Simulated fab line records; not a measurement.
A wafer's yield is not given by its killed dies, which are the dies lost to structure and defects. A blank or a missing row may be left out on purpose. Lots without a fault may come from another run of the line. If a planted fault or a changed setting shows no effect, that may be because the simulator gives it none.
Which tool was responsible? ; flow nand harc ; 34 wafers from 12 lots sampled at 4 of the route's 1302 steps

## WHAT THE GAUGES SHOWED, per wafer
NHARC_P_GATE_CD_MEAS_33.
lot;measured;on;cd nm (nm)
L684;day 5 17:15;cd sem-01;116.0 121.5 121.1
L683;day 5 16:38;cd sem-01;116.9 115.1 117.9
L686;day 6 17:43;cd sem-03;118.0 121.7 120.5
L689;day 8 05:53;cd sem-01;120.5 120.4 120.3
L690;day 8 16:04;cd sem-01;121.4 119.4 117.8
L691;day 8 21:39;cd sem-03;123.0 121.0 124.1
L696;day 11 02:04;cd sem-03;120.6 115.2 118.3
L697;day 11 02:23;cd sem-01;107.1 107.5
L702;day 13 07:59;cd sem-03;122.0 121.3 121.7
L703;day 13 22:52;cd sem-01;119.8 122.6 119.9
L704;day 14 04:09;cd sem-02;125.9 122.7 119.9
L705;day 14 12:15;cd sem-02;119.1 125.6 117.7

## EACH LOT AND THE TOOL THAT RAN IT (in order: tool; ch and the chambers of the sampled wafers; start)
lot;NHARC_P_STI_CMP_21;NHARC_P_GATE_ETCH_104;NHARC_P_GATE_HM_OPEN_105
L684;cmp-02 ch 0,2, day 4 08:31;rie diel-05 ch 0,2, day 5 16:29;rie diel-05 ch 0,2,3, day 5 17:15 or earlier
L683;cmp-03 ch 0,3, day 4 08:31;rie diel-05 ch 0,2,3, day 5 15:53;rie diel-05 ch 0,2, day 5 16:38 or earlier
L686;cmp-02 ch 0,2,3, day 5 07:52;rie diel-12 ch 0,1,2, day 6 17:01;rie diel-12 ch 0,1,3, day 6 17:43 or earlier
L689;cmp-02 ch 1,2,3, day 6 18:44;rie diel-07 ch 0,1,2, day 8 05:11;rie diel-07 ch 0,2,3, day 8 05:53 or earlier
L690;cmp-03 ch 0,1, day 7 07:06;rie diel-12 ch 1,2, day 8 15:19;rie diel-12 ch 0,1,2, day 8 16:04 or earlier
L691;cmp-02 ch 1,2,3, day 7 14:32;rie diel-07 ch 1,2,3, day 8 20:56;rie diel-07 ch 1,2,3, day 8 21:39 or earlier
L696;cmp-02 ch 0,2,3, day 9 16:52;rie diel-05 ch 1,2,3, day 11 01:21;rie diel-05 ch 0,1, day 11 02:04 or earlier
L697;cmp-01 ch 1, day 9 16:55;rie diel-07 ch 0, day 11 01:38;rie diel-07 ch 2, day 11 02:23 or earlier
L702;cmp-02 ch 0,1,3, day 11 21:49;rie diel-05 ch 0,1,3, day 13 07:16;rie diel-05 ch 0,2,3, day 13 07:59 or earlier
L703;cmp-02 ch 1,2,3, day 12 10:07;rie diel-12 ch 1,3, day 13 22:06;rie diel-12 ch 1,3, day 13 22:52 or earlier
L704;cmp-03 ch 0,2,3, day 12 16:37;rie diel-05 ch 1,2,3, day 14 03:27;rie diel-05 ch 1,3, day 14 04:09 or earlier
L705;cmp-01 ch 2,3, day 13 02:14;rie diel-05 ch 1,2,3, day 14 11:33;rie diel-05 ch 2,3, day 14 12:15 or earlier
- NHARC_P_STI_CMP_21: polishes, t overpolish 20 s, target thk 380.67 nm.
- NHARC_P_GATE_ETCH_104: etches the open film in CF4/CHF3, target depth 60 nm.
- NHARC_P_GATE_HM_OPEN_105: chemistry O2/COS, target depth 360 nm.

## WHAT THE TOOLS THEMSELVES READ (means of the sampled wafers that have a number; where no wafer has one, the mark that the record gives instead)
NHARC_P_STI_CMP_21.
lot;tool;motor current A (A);overpolish run s (s)
L684;cmp-02;10.7;20.003
L683;cmp-03;12.7;20.000
L686;cmp-02;11.2;20.003
L689;cmp-02;11.9;19.999
L690;cmp-03;12.3;20.004
L691;cmp-02;11.7;19.996
L696;cmp-02;11.3;19.995
L697;cmp-01;12.9;19.996
L702;cmp-02;12.4;19.996
L703;cmp-02;11.8;19.997
L704;cmp-03;12.1;20.006
L705;cmp-01;10.3;19.997

NHARC_P_GATE_ETCH_104.
lot;tool;drypump motor current A (A);oes product au (a.u.);rf fwd power W (W);rf vpp V (V);showerhead plenum p Torr (Torr);throttle valve pct (%)
L684;rie diel-05;5.6;0.942;494.6;373.0;1.65;16.802
L683;rie diel-05;5.8;0.922;493.7;371.5;1.60;16.792
L686;rie diel-12;5.6;0.972;493.1;371.5;1.59;16.798
L689;rie diel-07;5.8;0.971;492.7;371.5;1.59;16.804
L690;rie diel-12;5.3;0.925;493.1;369.3;1.54;16.802
L691;rie diel-07;5.9;0.922;493.6;370.9;1.59;16.798
L696;rie diel-05;5.7;0.964;492.8;371.6;1.61;16.800
L697;rie diel-07;6.4;1.198;689.0;368.9;1.53;16.792
L702;rie diel-05;5.7;0.961;492.6;371.3;1.59;16.798
L703;rie diel-12;5.2;0.974;494.4;373.1;1.62;16.807
L704;rie diel-05;5.7;0.931;492.2;371.5;1.61;16.802
L705;rie diel-05;5.6;0.976;491.4;371.6;1.61;16.804

NHARC_P_GATE_HM_OPEN_105.
lot;tool;drypump motor current A (A);oes product au (a.u.);rf vpp V (V);showerhead plenum p Torr (Torr);throttle valve pct (%)
L684;rie diel-05;5.8;0.998;467.3;3.17;28.330
L683;rie diel-05;5.7;0.995;470.0;3.24;28.339
L686;rie diel-12;5.7;0.999;470.8;3.26;28.334
L689;rie diel-07;6.4;0.998;465.4;3.07;28.320
L690;rie diel-12;5.6;0.998;467.1;3.16;28.327
L691;rie diel-07;5.9;0.996;467.1;3.16;28.329
L696;rie diel-05;5.7;0.995;469.6;3.23;28.343
L697;rie diel-07;6.3;1.031;466.2;3.10;28.340
L702;rie diel-05;5.8;1.004;467.2;3.16;28.328
L703;rie diel-12;5.5;1.010;469.7;3.26;28.317
L704;rie diel-05;5.9;1.003;466.1;3.09;28.335
L705;rie diel-05;5.7;1.004;469.5;3.20;28.329

## THE ANSWER, worked out from the rows above alone
Rule: what is usual is taken from the lots themselves. The widest of any qualifying gaps counts: lots, ordered by their means at a reading, are off when they make up no more than a third of the lots, leave a main group of 4 or more, and stand apart from it by 3 or more times the standard deviation of that group's means. The tables above print the reading to a certain number of digits; a main group whose means all agree to those digits is not used. Also off: a lot with no number at a reading for which 4 or more lots have one. The other lots that the step has rows for count as sound. First the gauges in route order, then the tools' own readings, where a lot's mean is used as printed above. At the first step where some lot is off, the reading lying furthest off is the one used; lots without a number count as furthest.
Off at NHARC_P_GATE_CD_MEAS_33 (cd nm): L697. Mean 120.3 nm and standard deviation 1.8 in the main group.
If a tool, at a process step before that reading, ran all the lots that are off and no sound lot after the first of them, it fits. Not tried: the gauges at NHARC_P_GATE_CD_MEAS_33; whatever is off there is also off at NHARC_P_GATE_ETCH_104, on other tools, and gauge error can't account for it. NHARC_P_GATE_HM_OPEN_105: start missing for some lots; hours and lot order therefore follow NHARC_P_GATE_CD_MEAS_33. One candidate fits, namely rie diel-07 at NHARC_P_GATE_ETCH_104 and NHARC_P_GATE_HM_OPEN_105. At NHARC_P_GATE_ETCH_104 its last sound lot is L691 (day 8 20:56), its first lot that is off L697 (day 11 01:38): a fault that began between those two fits.
The tool's own readings at NHARC_P_GATE_ETCH_104 bear it out: on the lots that are off they differ by more than 5 times the standard deviation of the sound lots' means. oes product au reads 1.198 a.u. there against 0.951 a.u. on the sound lots; rf fwd power W reads 689.0 W there against 493.1 W on the sound lots.

## WHAT HAD BEEN PUT IN BY THE SIMULATOR
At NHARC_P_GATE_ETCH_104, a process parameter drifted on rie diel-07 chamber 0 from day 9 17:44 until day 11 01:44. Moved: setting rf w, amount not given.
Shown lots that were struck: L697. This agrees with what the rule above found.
